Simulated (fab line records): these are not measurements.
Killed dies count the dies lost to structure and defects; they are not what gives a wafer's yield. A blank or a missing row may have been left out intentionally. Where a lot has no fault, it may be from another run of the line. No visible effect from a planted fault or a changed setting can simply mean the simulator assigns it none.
Split-lot trial || flow n5-finfet || 21 wafers read across 7 lots, on a route 1938 steps long

== ABOUT THE SPLIT ==
At N5_BEOL_M8_COAT_22 (resist thk 30 nm), the setting spin-rpm was moved away from the recipe's 1500 rpm on 6 of the 21 wafers read, by -9.2% to +3.5%. The other wafers ran this setting at the recipe's value.

== FROM THE SPLIT TO THE READING: what the file shows between them, 4 steps ==
- N5_BEOL_M8_EBR_24
- N5_BEOL_M8_SOFTBAKE_23: time 60 s
- N5_BEOL_M8_DESCUM_33: chemistry O2, time 7 s
- N5_BEOL_M8_ETCH_72: etches underlayer in N2/H2, target depth 6.5 nm, time 5.2 s

== THE READING ==
CAR-EUV_of_BEOL_M8_COAT_22.thk-nm (the simulator's own value, which no gauge read), in nm, at N5_BEOL_M8_ETCH_65 (etches SiARC in CF4, target depth 15.6 nm, time 26 s). There is no usual value for it anywhere in the file. Here, 15 wafers ran the recipe; their average is 11.1 nm with a standard deviation of 0.1 nm.

{"wafer": "L074.1", "tool, chamber at the split": "litho-track-05, 0", "spin-rpm as run, rpm": 1500, "against the recipe": "recipe", "CAR-EUV_of_BEOL_M8_COAT_22.thk-nm, nm": 11.2, "against lot-mates on the recipe": "-"}
{"wafer": "L074.6", "tool, chamber at the split": "litho-track-05, 0", "spin-rpm as run, rpm": 1500, "against the recipe": "recipe", "CAR-EUV_of_BEOL_M8_COAT_22.thk-nm, nm": 11.2, "against lot-mates on the recipe": "-"}
{"wafer": "L074.2", "tool, chamber at the split": "litho-track-05, 0", "spin-rpm as run, rpm": 1500, "against the recipe": "recipe", "CAR-EUV_of_BEOL_M8_COAT_22.thk-nm, nm": 11, "against lot-mates on the recipe": "-"}
{"wafer": "L075.1", "tool, chamber at the split": "litho-track-02, 0", "spin-rpm as run, rpm": 1500, "against the recipe": "recipe", "CAR-EUV_of_BEOL_M8_COAT_22.thk-nm, nm": 11, "against lot-mates on the recipe": "-"}
{"wafer": "L075.2", "tool, chamber at the split": "litho-track-02, 0", "spin-rpm as run, rpm": 1500, "against the recipe": "recipe", "CAR-EUV_of_BEOL_M8_COAT_22.thk-nm, nm": 11, "against lot-mates on the recipe": "-"}
{"wafer": "L075.3", "tool, chamber at the split": "litho-track-02, 0", "spin-rpm as run, rpm": 1500, "against the recipe": "recipe", "CAR-EUV_of_BEOL_M8_COAT_22.thk-nm, nm": 11.2, "against lot-mates on the recipe": "-"}
{"wafer": "L084.2", "tool, chamber at the split": "litho-track-02, 0", "spin-rpm as run, rpm": 1362, "against the recipe": "-9.2%", "CAR-EUV_of_BEOL_M8_COAT_22.thk-nm, nm": 12.6, "against lot-mates on the recipe": "+1.6"}
{"wafer": "L084.3", "tool, chamber at the split": "litho-track-02, 0", "spin-rpm as run, rpm": 1500, "against the recipe": "recipe", "CAR-EUV_of_BEOL_M8_COAT_22.thk-nm, nm": 11, "against lot-mates on the recipe": "-"}
{"wafer": "L084.6", "tool, chamber at the split": "litho-track-02, 0", "spin-rpm as run, rpm": 1500, "against the recipe": "recipe", "CAR-EUV_of_BEOL_M8_COAT_22.thk-nm, nm": 11, "against lot-mates on the recipe": "-"}
{"wafer": "L082.2", "tool, chamber at the split": "litho-track-03, 0", "spin-rpm as run, rpm": 1500, "against the recipe": "recipe", "CAR-EUV_of_BEOL_M8_COAT_22.thk-nm, nm": 11.2, "against lot-mates on the recipe": "-"}
{"wafer": "L082.3", "tool, chamber at the split": "litho-track-03, 0", "spin-rpm as run, rpm": 1553, "against the recipe": "+3.5%", "CAR-EUV_of_BEOL_M8_COAT_22.thk-nm, nm": 10.6, "against lot-mates on the recipe": -0.6}
{"wafer": "L082.5", "tool, chamber at the split": "litho-track-03, 0", "spin-rpm as run, rpm": 1553, "against the recipe": "+3.5%", "CAR-EUV_of_BEOL_M8_COAT_22.thk-nm, nm": 10.6, "against lot-mates on the recipe": -0.6}
{"wafer": "L087.1", "tool, chamber at the split": "litho-track-05, 0", "spin-rpm as run, rpm": 1394, "against the recipe": "-7.1%", "CAR-EUV_of_BEOL_M8_COAT_22.thk-nm, nm": 12.2, "against lot-mates on the recipe": "+1.0"}
{"wafer": "L087.2", "tool, chamber at the split": "litho-track-05, 0", "spin-rpm as run, rpm": 1394, "against the recipe": "-7.1%", "CAR-EUV_of_BEOL_M8_COAT_22.thk-nm, nm": 12.2, "against lot-mates on the recipe": "+1.0"}
{"wafer": "L087.5", "tool, chamber at the split": "litho-track-05, 0", "spin-rpm as run, rpm": 1500, "against the recipe": "recipe", "CAR-EUV_of_BEOL_M8_COAT_22.thk-nm, nm": 11.2, "against lot-mates on the recipe": "-"}
{"wafer": "L085.1", "tool, chamber at the split": "litho-track-02, 0", "spin-rpm as run, rpm": 1409, "against the recipe": "-6.1%", "CAR-EUV_of_BEOL_M8_COAT_22.thk-nm, nm": 12, "against lot-mates on the recipe": "+0.9"}
{"wafer": "L085.4", "tool, chamber at the split": "litho-track-02, 0", "spin-rpm as run, rpm": 1500, "against the recipe": "recipe", "CAR-EUV_of_BEOL_M8_COAT_22.thk-nm, nm": 11, "against lot-mates on the recipe": "-"}
{"wafer": "L085.6", "tool, chamber at the split": "litho-track-02, 0", "spin-rpm as run, rpm": 1500, "against the recipe": "recipe", "CAR-EUV_of_BEOL_M8_COAT_22.thk-nm, nm": 11.2, "against lot-mates on the recipe": "-"}
{"wafer": "L097.1", "tool, chamber at the split": "litho-track-02, 0", "spin-rpm as run, rpm": 1500, "against the recipe": "recipe", "CAR-EUV_of_BEOL_M8_COAT_22.thk-nm, nm": 11.2, "against lot-mates on the recipe": "-"}
{"wafer": "L097.5", "tool, chamber at the split": "litho-track-02, 0", "spin-rpm as run, rpm": 1500, "against the recipe": "recipe", "CAR-EUV_of_BEOL_M8_COAT_22.thk-nm, nm": 11.2, "against lot-mates on the recipe": "-"}
{"wafer": "L097.2", "tool, chamber at the split": "litho-track-02, 0", "spin-rpm as run, rpm": 1500, "against the recipe": "recipe", "CAR-EUV_of_BEOL_M8_COAT_22.thk-nm, nm": 11, "against lot-mates on the recipe": "-"}

THE FIT
A straight line over all 21 wafers: CAR-EUV_of_BEOL_M8_COAT_22.thk-nm changes by -0.155 nm for each +1% of spin-rpm; r = -0.99; the points scatter about the line by 0.091 nm.
The same after taking each lot's own level away (the mean of its wafers on the recipe; 21 wafers): -0.157 nm for each +1%; r = -0.99; scatter 0.09 nm.
That fit puts the effect of the largest move of spin-rpm on the reading at 1.4 nm.
The lots' own levels span 11.00 to 11.20 nm, that is 2.0 times the standard deviation above.
So the lot-to-lot level changes the slope little: the two slopes agree.
Check: with one of the wafers moved furthest among these (-9.2%) left out of the fit, the line predicts +1.35 nm for it against its lot-mates. Against them it came out at +1.6 nm.

== THE WHOLE CHAIN: every reading that the file lists as answering this split, in the file's order ==
{"step": "N5_BEOL_M8_COAT_22", "what it does": "resist thk 30 nm", "reading": "CAR-EUV_of_BEOL_M8_COAT_22.thk-nm (the simulator's own value, which no gauge read)", "change (the file's fit)": "-0.148 nm for each +1% of the setting", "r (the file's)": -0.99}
{"step": "N5_BEOL_M8_ETCH_65", "what it does": "etches SiARC in CF4, target depth 15.6 nm, time 26 s", "reading": "CAR-EUV_of_BEOL_M8_COAT_22.thk-nm (the simulator's own value, which no gauge read)", "change (the file's fit)": "-0.16 nm for each +1% of the setting", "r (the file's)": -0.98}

== THE FILE'S OWN FIT ==
CAR-EUV_of_BEOL_M8_COAT_22.thk-nm changes by -0.16 nm for each +1% of spin-rpm, r = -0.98.
